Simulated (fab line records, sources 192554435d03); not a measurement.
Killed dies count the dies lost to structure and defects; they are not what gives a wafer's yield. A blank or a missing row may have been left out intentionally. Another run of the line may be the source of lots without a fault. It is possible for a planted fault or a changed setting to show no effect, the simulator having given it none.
fab line records	flow n5Finfet
record lots=4	wafers=12	lastDay=17
route steps=1938 shown MOL_CONTACT_COAG@621 BEOL_M0_SAQP@632 BEOL_M0@743 BEOL_M4@1111 PASSIVATION@1936
lots untouched by any fault: they come from a run of this same line in which no faults occurred
startH: hours from the record's first day to the start of the lot's first wafer shown	waitH: how many hours have passed since the lot's step before this one	" repeats the value in the row above	L1.1+2: one row covering several wafers at once	- no value, or no start was given	* or withheld: withheld	< > ~ a bound
route shown NAME@n: names a module that has steps shown in the file, with the first one's number in the route	usual: mean/standard deviation of fault-free wafers	same: alike in all rows	chamber/n: place in a boat	sites: per-site readings	_std_site: the standard deviation of these	_edge_site: inner sites' mean taken away from outer sites' mean	radiusMm: for every site, how far away it sits from the centre of the wafer	mask NAME#n: copy n	behind: the tool/chamber that last shaped the wafer	hold: cause of the lot's hold/its duration in hours/its outcome	device: names the non-switching transistor (n, p or np)	end of line: the same wafers' tests at the end of the route	for a step that has no rows: nothing shown but its recipe	killed: dies that structure and defects cost at the first sort, which is not the same as the wafer's yield	map: shows each die of a wafer: x if killed, . if not, _ if none is there
set.NAME: the run value of the setting; set.NAME@STEP: its run value at that earlier step	model.NAME: the simulator's own value behind a step, which no gauge read
a table for each step, a row for each wafer; lots at some steps of the route
services: the hour from which a tool's chamber was out of use, counted from the record's first day as startH (under 0 if before that day), plus the number of hours and why
## steps
# step N5_MOL_CONTACT_COAG_SRD_139
# recipe dry=ipaMarangoni	timeS=30	tempC=23	rinseLiquid=diw
# step N5_MOL_CONTACT_COAG_PRE_CLEAN_121
# recipe gas=H2/He	timeS=*	tempC=withheld
# step N5_MOL_CONTACT_COAG_CVD_140
# recipe material=W	targetThkA=665	mode=selectiveFill	tempC=300	timeS=215
# step N5_MOL_CONTACT_COAG_PRECLEAN_127
# recipe chemistry=DIW	timeS=57.5	tempC=23
# step N5_MOL_CONTACT_COAG_SRD_128
# recipe dryTimeS=32	dry=n2Spin	spinRpm=1500
# step N5_MOL_CONTACT_COAG_CMP_52
# recipe stopOn=SiO2	tOverpolishS=1.5	postCmpClean=wDiluteNh4oh	downForcePsi=4	platenRpm=50.289	padVelocityMS=1.0006	targetThkNm=66.5
# step N5_MOL_CONTACT_COAG_ANNEAL_112
# recipe tempC=400	timeS=1800	ambient=HPD2	pressureAtm=10
# step N5_BEOL_M0_SAQP_PECVD_00
# recipe material=SiCN	targetThkA=80	tempC=withheld	precursor=3MS/NH3	pressureTorr=3	rfW=202	timeS=14
# step N5_BEOL_M0_SAQP_ILD_DEP_01
# recipe material=SiOC	targetThkA=454.19	tempC=350	precursor=DEMS/O2	pressureTorr=5	rfW=500	timeS=8.7
# usual chamberPressureTorr=4.999/0.011	heaterPowerW=541/83	showerheadPlenumPTorr=5.690/0.013	throttleValvePct=12.0/0.84
lot.wafer	tool	chamber	startH	waitH	chamberPressureTorr	heaterPowerW	showerheadPlenumPTorr	throttleValvePct	model.SiOC_of_BEOL_M0_SAQP_ILD_DEP_01.thkNm
L462.1	pecvd-01	1	160.86	0.0	5.022	672	5.697	10.8	46.4
L462.2	"	2	"	"	4.999	449	5.677	11.4	79.8
L462.3	"	2	"	"	5.004	457	5.659	11.3	81
L465.2	pecvd-01	2	175.84	0.0	4.978	466	5.667	11.1	79.8
L465.4	"	2	"	"	4.990	467	5.681	11.2	80.8
L465.6	"	0	"	"	4.990	460	5.700	12.5	46
L468.1	pecvd-04	2	195.70	0.0	4.997	592	5.687	12.2	45.2
L468.2	"	1	"	"	4.976	673	5.696	13.4	45.4
L468.3	"	0	"	"	5.002	572	5.695	12.4	45.2
L473.2	pecvd-01	2	233.88	0.0	4.995	443	5.670	11.4	45
L473.3	"	1	"	"	4.990	664	5.689	11.1	45.6
L473.4	"	2	"	"	5.005	439	5.671	11.4	45.4
# step N5_BEOL_M0_SAQP_HM_DEP_02
# recipe material=TiN	targetThkA=120	tempC=25	chamberPressurePa=0.49996
# step N5_BEOL_M0_SAQP_PECVD_03
# recipe material=SiCN	targetThkA=120	tempC=withheld	precursor=3MS/NH3	pressureTorr=3	rfW=202	timeS=21.1
# step N5_BEOL_M0_SAQP_PECVD_96
# recipe material=a-Si	targetThkA=450	tempC=350	precursor=SiH4/He	pressureTorr=3	rfW=100	timeS=45.2
# step N5_BEOL_M0_SAQP_PECVD_97
# recipe material=SiNx	targetThkA=230	tempC=350	precursor=SiH4/NH3/N2	pressureTorr=1.5	rfW=300	timeS=19.9
# step N5_BEOL_M0_SAQP_PECVD_04
# recipe material=a-Si	targetThkA=600	tempC=350	precursor=SiH4/He	pressureTorr=3	rfW=100	timeS=60.2
# step N5_BEOL_M0_SAQP_HM_DEP_111
# recipe material=SiO2	targetThkA=120	tempC=400	precursor=SiH4/N2O	pressureTorr=0.75	rfW=275	timeS=7.2
# step N5_BEOL_M0_SAQP_COAT_81
# recipe resist=SOC	tempC=250	timeS=60	spinRpm=1500	resistThkNm=100
# step N5_BEOL_M0_SAQP_COAT_82
# recipe resist=SiARC	tempC=220	timeS=60	spinRpm=1500	resistThkNm=30
# step N5_BEOL_M0_SAQP_COAT_08
# recipe resist=CAR-ArF	spinRpm=1500	resistThkNm=90
# step N5_BEOL_M0_SAQP_EBR_10
# recipe solvent=PGMEA	ebrWidthMm=1.5
# step N5_BEOL_M0_SAQP_SOFTBAKE_09
# recipe tempC=110	timeS=60	resist=CAR-ArF
# step N5_BEOL_M0_SAQP_EXPOSE_11
# recipe maskId=M0_CORE	na=1.35	sourceShape=dipole	sigmaInner=0.538	sigmaOuter=0.738	polarization=te	targetCdNm=42	doseMj=55
# step N5_BEOL_M0_SAQP_PEB_12
# recipe pebTempC=withheld	pebTimeS=60	resist=CAR-ArF
# step N5_BEOL_M0_SAQP_DEVELOP_13
# recipe developTimeS=30	developer=TMAH	resist=CAR-ArF	devTempC=23	rinseLiquid=diw	dry=airSpin
# step N5_BEOL_M0_SAQP_DESCUM_19
# recipe chemistry=O2	timeS=7.9	sourcePowerW=50	biasPowerW=20	pressureMtorr=20	rfFrequencyHz=2.712e+07	tempC=40	resist=CAR-ArF	o2FlowSccm=225
# step N5_BEOL_M0_SAQP_ETCH_83
# recipe chemistry=CF4	target=SiARC	targetDepthA=390	maskMaterial=CAR-ArF	timeS=65	ionEnergyEv=80	pressureMtorr=40	sourceW=545	biasW=36	Ar_flow_sccm=100	cf4FlowSccm=100	ends=cleared
# step N5_BEOL_M0_SAQP_ETCH_84
# recipe chemistry=N2/H2	target=SOC	targetDepthA=1000	overetchA=200	maskMaterial=SiARC	tempC=40	timeS=150	ionEnergyEv=200	pressureMtorr=30	sourceW=840	biasW=150	n2FlowSccm=200	h2FlowSccm=200
# step N5_BEOL_M0_SAQP_STRIP_80
# recipe chemistry=N2/H2	tempC=40	n2FlowSccm=200	h2FlowSccm=200	rfFrequencyHz=6e+07
# step N5_BEOL_M0_SAQP_HM_OPEN_112
# recipe chemistry=CHF3/O2	target=SiO2	stopOn=a-Si	targetDepthA=120	overEtchFrac=1.25	maskMaterial=SOC	timeS=13.5	pressureMtorr=30	sourceW=650	biasW=170	Ar_flow_sccm=200	CHF3_flow_sccm=50	O2_flow_sccm=5	ionEnergyEv=200	ends=endPoint
# step N5_BEOL_M0_SAQP_STRIP_113
# recipe chemistry=CHF3/O2	resist=SiARC	rfFrequencyHz=6e+07
# step N5_BEOL_M0_SAQP_MANDREL_ETCH_20
# recipe targetDepthA=600	chemistry=HBr/Cl2	target=a-Si	stopOn=SiNx	btTimeS=10	maskMaterial=SOC	overEtchFrac=0.5	timeS=30	pressureMtorr=10	icpW=800	biasW=75	HBr_flow_sccm=150	Cl2_flow_sccm=80	ends=endPoint
# step N5_BEOL_M0_SAQP_STRIP_86
# recipe chemistry=N2/H2	powerW=500	tempC=40	pressureMtorr=50	rfFrequencyHz=6e+07	overashFraction=0.3	biasPowerW=28	h2Frac=0.5	n2FlowSccm=300	h2FlowSccm=300
# step N5_BEOL_M0_SAQP_STRIP_115
# recipe chemistry=postEtchResidueRemover	timeS=60	tempC=25	removerPh=withheld	removerWaterWtPct=withheld	removerFluorideWtPct=withheld
# step N5_BEOL_M0_SAQP_SRD_93
# recipe dry=ipaMarangoni	timeS=30	tempC=23	rinseLiquid=diw
# step N5_BEOL_M0_SAQP_RECESS_114
# recipe chemistry=HF/NH3	target=SiO2	targetDepthA=144	afsCycles=3	tempC=30	sublimationTempC=180	sublimationTimeS=60
# step N5_BEOL_M0_CMP_120
# recipe stopOn=SiOC	tOverpolishS=6.9	downForcePsi=1	platenRpm=50	clearingPlatenDownForcePsi=1.5	clearingPlatenRpm=50	postCmpClean=cuAlkaline	clearingPlatenPadVelocityMS=0.99484	padVelocityMS=0.99484
# usual barrierFieldEndpointS=3.64/0.15	motorCurrentA=5.9/0.69	overpolishRunS=6.899/0.0094	timeToEndpointS=62.7/2.9
lot.wafer	tool	chamber	startH	waitH	barrierFieldEndpointS	motorCurrentA	overpolishRunS	timeToEndpointS	model.SiOC_of_BEOL_M0_SAQP_ILD_DEP_01.thkNm
L462.3	cmp-03	3	176.70	0.3	3.58	4.9	6.886	61.5	75
L462.2	"	0	"	"	3.94	6.8	6.892	65.6	73.8
L462.1	"	2	"	"	3.87	5.4	6.904	64.3	40.4
L465.2	cmp-03	2	191.92	0.3	3.54	5.6	6.896	63.8	73.8
L465.4	"	3	"	"	3.41	5.4	6.887	59.6	74.8
L465.6	"	1	"	"	3.46	5.2	6.908	58.8	40
L468.1	cmp-04	0	208.45	0.3	3.70	7.2	6.889	66.4	39.2
L468.3	"	1	"	"	3.96	5.9	6.889	67.5	39
L468.2	"	3	"	"	3.84	6.5	6.906	64.1	39.4
L473.4	cmp-04	3	245.54	0.1	3.89	6.8	6.898	60.3	39.4
L473.3	"	0	"	"	3.65	6.7	6.906	63.2	39.4
L473.2	"	1	"	"	3.63	6.1	6.906	61.3	39
# step N5_BEOL_M0_RS_MEAS_126
# recipe thkMeasGauge=four-point-probe	reads=Co_of_BEOL_M0_CO_CAP_123+Cu_of_BEOL_M0_ECD_118+Co_of_BEOL_M0_CVD_115+TaN_of_BEOL_M0_ALD_136
# usual M0_RS=0.529/0.015
lot.wafer	tool	chamber	startH	waitH	M0_RS[ohm/sq]
L462.1	filmMetro-01	-	177.26	0.0	0.518
L462.2	"	-	"	"	0.269
L462.3	"	-	"	"	0.277
L465.2	filmMetro-01	-	192.40	0.1	0.284
L465.4	"	-	"	"	0.278
L465.6	"	-	"	"	0.515
L468.1	filmMetro-01	-	209.00	0.0	0.550
L468.2	"	-	"	"	0.539
L468.3	"	-	"	"	0.544
L473.2	filmMetro-01	-	246.09	0.1	0.543
L473.3	"	-	"	"	0.520
L473.4	"	-	"	"	0.549
# step N5_BEOL_M4_RC_MEAS_101
# usual DIBL_N=36.0/1.8	DIBL_P=36.3/2.4	IOFF_N=0.16/0.035	IOFF_P=0.21/0.036	ION_N=673/13	ION_P=461/7.2	SS_N=71.4/0.6	SS_P=73.2/0.7	VT_N=250/4	VT_P=-250.9/2.9
lot.wafer	tool	chamber	startH	waitH	DIBL_N[mV/V]	DIBL_P[mV/V]	IOFF_N[nA/um]	IOFF_P[nA/um]	ION_N[uA/um]	ION_P[uA/um]	SS_N[mV/dec]	SS_P[mV/dec]	VT_N[mV]	VT_P[mV]
L462.1	prober-01	0	242.39	0.0	38.2	38.4	0.20	0.22	697	467	72.0	73.7	246	-251.0
L462.2	"	0	"	"	36.9	38.1	0.19	0.24	697	472	71.1	73.3	244	-249.5
L462.3	"	0	"	"	39.7	40.7	0.24	0.26	690	463	73.6	74.4	244	-248.0
L465.2	prober-01	0	248.23	0.2	34.3	33.0	0.11	0.16	647	447	72.1	71.8	254	-256.0
L465.4	"	0	"	"	35.6	35.8	0.14	0.19	659	459	71.1	73.6	248	-254.0
L465.6	"	0	"	"	35.3	33.7	0.13	0.16	668	456	70.9	72.8	254	-255.8
L468.1	prober-02	0	264.36	0.0	37.3	38.8	0.17	0.20	677	458	72.3	73.8	251	-254.0
L468.2	"	0	"	"	35.2	36.0	0.12	0.17	658	449	70.8	72.9	256	-258.4
L468.3	"	0	"	"	34.2	34.1	0.12	0.15	660	448	70.7	72.3	258	-256.6
L473.2	prober-02	0	287.13	0.2	34.3	33.6	0.12	0.17	654	458	70.7	72.4	253	-252.0
L473.3	"	0	"	"	37.3	36.4	0.17	0.21	680	460	71.5	73.5	248	-250.0
L473.4	"	0	"	"	34.4	33.1	0.11	0.16	662	458	70.4	72.9	253	-258.8
# step N5_PASSIVATION_PROBE_49
# usual defectLimitedYield=91.2/1.4	killed_at_M0_to_M3=35/11	killed_at_M4_up=14/5.6	killedAtContacts=12/5.6	killedAtFrontEnd=38/11	killedAtOther=4/3.4	killedDies=103/17	killedOpen=68/12	killedShort=33/8.8	sort_bin_5_function=5.1/0.89	sort_bin_6_memory=3.3/0.71	sortNPass=1077/17	sortYieldPct=91.2/1.4
# same grossDies=1180	killedAtBackSide=0	sort_bin_4_leakage[%]=0	sort_bin_8_speed[%]=0
lot.wafer	tool	chamber	startH	waitH	defectLimitedYield[%]	killed_at_M0_to_M3	killed_at_M4_up	killedAtContacts	killedAtFrontEnd	killedAtOther	killedDies	killedOpen	killedShort	sort_bin_5_function[%]	sort_bin_6_memory[%]	sortNPass	sortYieldPct[%]
L462.1	prober-02	-	347.01	0.0	91.6	40	15	10	29	5	99	62	37	5.3	3.1	1081	91.6
L462.2	prober-02	-	347.06	0.1	92.3	31	9	3	39	9	91	58	33	3.8	3.6	1089	92.3
L462.3	prober-02	-	347.11	0.1	90.9	23	11	14	51	8	107	60	46	4.9	3.7	1073	90.9
L465.6	prober-02	-	357.48	0.3	89.5	52	17	20	34	1	124	95	28	6.4	3.9	1056	89.5
# killed by level:class
L462.1 BEOL_M1:geometricParticle:open=12 FIN_SAQP:geometricParticle:short=11 MOL_CONTACT_COAG:geometricParticle:open=9 BEOL_M0_SAQP:geometricParticle:open=7 FIN_SAQP:geometricParticle:open=6 BEOL_M0_SAQP:geometricParticle:short=6 BEOL_M4:geometricParticle:open=6 BEOL_M3:geometricParticle:open=5
L462.2 FIN_SAQP:geometricParticle:short=9 STI_FIN_REVEAL:geometricParticle:open=8 BEOL_M3:geometricParticle:open=8 FIN_SAQP:geometricParticle:open=7 BEOL_M3:geometricParticle:short=6 BEOL_M0_SAQP:geometricParticle:open=4 DUMMY_GATE:geometricParticle:open=4 BEOL_M1:geometricParticle:open=4
L462.3 FIN_SAQP:geometricParticle:short=16 FIN_SAQP:geometricParticle:open=13 MOL_CONTACT_COAG:geometricParticle:open=11 BEOL_M3:geometricParticle:open=6 STI_FIN_REVEAL:geometricParticle:open=6 BEOL_M1:geometricParticle:open=5 BEOL_M3:geometricParticle:short=5 DUMMY_GATE:geometricParticle:open=4
L465.6 MOL_CONTACT_COAG:geometricParticle:open=19 BEOL_M3:geometricParticle:open=13 STI_FIN_REVEAL:geometricParticle:open=10 BEOL_M1:geometricParticle:open=10 FIN_SAQP:geometricParticle:open=8 BEOL_M0_SAQP:geometricParticle:short=7 BEOL_M2:geometricParticle:open=7 BEOL_M0_SAQP:geometricParticle:open=6
## services
tool	chamber	startH	hours	kind
pecvd-01	0	160.15	4.4	repair
pecvd-01	-	190.93	2.6	repair
pecvd-04	2	202.38	-	clean
pecvd-04	2	202.38	-	consumableReplace:showerhead
pecvd-04	2	202.38	29.0	scheduledDown
pecvd-04	2	202.38	29.0	ventCycle
cmp-04	-	227.87	4.1	pm
cmp-03	-	240.84	7.0	pm
## key
firstSign step=N5_BEOL_M0_RS_MEAS_126	reading=M0_RS	direction=down	sigmas=17	usual=0.529	struck=0.277
effect none on later readings
modelEffect step=N5_BEOL_M0_SAQP_ILD_DEP_01	value=SiOC_of_BEOL_M0_SAQP_ILD_DEP_01.thkNm	without=45.6	struck=80.35
modelEffect step=N5_BEOL_M0_CMP_120	value=SiOC_of_BEOL_M0_SAQP_ILD_DEP_01.thkNm	without=39.45	struck=74.35
metAt N5_BEOL_M0_SAQP_ILD_DEP_01
struckWafers L462.2,L462.3,L465.2,L465.4
fault kind=processParameterDrift	tool=pecvd-01	chamber=2	onsetH=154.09	steps=N5_BEOL_M0_SAQP_ILD_DEP_01	channel=timeS	offset=*	shape=step	endH=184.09	actsIn=*	stated=*
